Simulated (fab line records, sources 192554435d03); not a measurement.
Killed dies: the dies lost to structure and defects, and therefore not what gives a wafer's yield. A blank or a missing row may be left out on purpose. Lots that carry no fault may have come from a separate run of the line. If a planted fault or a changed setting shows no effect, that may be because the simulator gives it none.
2 desks, one fault -- flow n5 finfet -- what lay behind the numbers comes last; until then each desk has only its own

THE TOOL OWNER'S DESK: rie si-05
The tool's own readings at N5_SD_EPI_P_SD_RECESS_17 (chemistry HBr/Cl2/O2, target depth 39.1 nm, bt time 3 s): means of the sampled wafers that have a number, for each lot that ran on this tool. If a lot's mean is further than 4 standard deviations from the usual mean, the lot is out of limits and carries the mark OUT (the distance appears in the brackets).
Columns: A = HBr_flow_sccm at N5_SD_EPI_P_SD_RECESS_17, usual 150.0 sccm; B = bias w at N5_SD_EPI_P_SD_RECESS_17, usual 112.00 W; C = drypump motor current A at N5_SD_EPI_P_SD_RECESS_17, usual 6.0 A; D = oes product au at N5_SD_EPI_P_SD_RECESS_17, usual 1.003 a.u.; E = throttle valve pct at N5_SD_EPI_P_SD_RECESS_17, usual 36.9 %
lot,first seen here,A,B,C,D,E
L456,day 3 06:44,150.2,112.02,5.8,0.994,36.9
L459,day 4 01:11,149.8,111.96,6.5,0.992,37.2
L461,day 4 14:20,150.0,112.06,5.4,0.987,36.8
L462,day 4 21:28,149.9,111.83,6.1,0.992,37.0
L478,day 8 20:58,149.5,112.07,5.6,0.943,37.1
Result from this desk: across the 5 lots, nothing is out of limits.

AT THE METROLOGY DESK
What the gauges read for every lot (on any tool): the sampled wafers with a number, averaged. If a lot's mean is further than 4 standard deviations from the usual mean, the lot is out of limits and carries the mark OUT (the distance appears in the brackets). 7 of its 13 readings are shown: the first one out of limits and those lying furthest out on some lot.
Columns: A = CJ_P at N5_BEOL_M4_RC_MEAS_101, usual 5.79; B = IOFF_P at N5_BEOL_M4_RC_MEAS_101, usual 0.21 nA/um; C = ION_P at N5_BEOL_M4_RC_MEAS_101, usual 462 uA/um; D = REXT_P at N5_BEOL_M4_RC_MEAS_101, usual 101.0 ohm.um; E = VT_N at N5_BEOL_M4_RC_MEAS_101, usual 250 mV; F = VT_P at N5_BEOL_M4_RC_MEAS_101, usual -250 mV; G = VT_P_LVT at N5_BEOL_M4_RC_MEAS_101, usual -99 mV
lot,first seen here,A,B,C,D,E,F,G
L456,day 8 04:01,5.59,0.22,468,102.4,250,-248,-97
L459,day 8 10:41,5.76,0.16,455,100.4,255,-256,-107
L460,day 9 07:46,5.87,0.16,456,104.4,251,-254,-103
L461,day 9 10:22,5.84,0.21,458,97.9,249,-248,-99
L462,day 10 03:01,5.78,0.20,461,99.8,252,-253,-102
L466,day 10 23:31,5.81,0.21,456,102.3,253,-249,-99
L473,day 12 20:54,5.99,0.22,466,101.9,246,-250,-97
L478,day 13 15:20,4.04 (-9.7) OUT,0.17,429 (-4.5) OUT,108.0,249,-254,-105
This desk's result: L478 out of limits, first on L478 (CJ_P at N5_BEOL_M4_RC_MEAS_101), day 13 15:20. L456, L459, L460, L461, L462, L466, L473 stayed within limits.

TAKEN TOGETHER
Metrology desk: alarm possible at day 13 15:20 on L478.
The tool owner's desk saw nothing out of limits.
The tool owner's desk has L478 on record, within its limits.
The lots listed all ran N5_SD_EPI_P_SD_RECESS_17 on rie si-05.

WHAT WAS PUT IN BY THE SIMULATOR
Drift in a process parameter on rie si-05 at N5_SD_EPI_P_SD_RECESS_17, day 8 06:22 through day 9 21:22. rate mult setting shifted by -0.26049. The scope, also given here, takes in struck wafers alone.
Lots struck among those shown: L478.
Time in hours between the start of the fault and the first out-of-limits reading at each desk: metrology desk, 129.
